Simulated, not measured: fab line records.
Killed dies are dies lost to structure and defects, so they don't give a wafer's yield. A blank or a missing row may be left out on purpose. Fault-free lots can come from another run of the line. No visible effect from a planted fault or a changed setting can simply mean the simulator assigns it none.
Chamber matching ; flow n5 finfet ; N5_BEOL_M8_CURE_75 on uv cure-01 has 3 sister chambers
The step cures SiCOH lowk, time 120 s. 3 wafers are shown with their chamber, then 9 later ones without.

== EACH WAFER AND ITS CHAMBER ==
wafer;chamber;wafer_temp_C_max
L083.4;1;371.6
L082.6;2;371.3
L086.4;0;372.9

== WAFERS WITH NO CHAMBER GIVEN ==
wafer;wafer_temp_C_max
L088.3;371.8
L088.4;371.7
L088.5;371.2
L089.2;373.4
L089.4;371.8
L089.5;371.8
L092.2;372.2
L092.3;371.9
L092.4;371.5

== CHAMBER TAKEN BY EACH ==
wafer;from the rows above;in truth
L088.3;can't be placed: 1 or 2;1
L088.4;can't be placed: 1 or 2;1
L088.5;can't be placed: 2 or 1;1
L089.2;0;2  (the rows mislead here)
L089.4;can't be placed: 1 or 2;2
L089.5;can't be placed: 1 or 2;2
L092.2;can't be placed: 1 or 0 or 2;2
L092.3;can't be placed: 1 or 2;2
L092.4;can't be placed: 1 or 2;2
Correct placement for 0 of the 9. From these rows, 8 cannot be placed; in 8 the true chamber is one of the candidates. Placed wrongly: 1.
How it was worked out, from the rows above alone: a wafer's distance from a chamber is the root of the sum, over the readings, of the square of ((its reading less the chamber's mean) divided by the reading's scatter). If the next closest chamber is less than 2 further off than the closest, the wafer can't be placed; otherwise it belongs to the closest. A chamber's mean is the mean of its shown wafers. The scatter: root of mean squared gap, hidden wafer to nearest shown wafer, with one shown wafer a chamber.
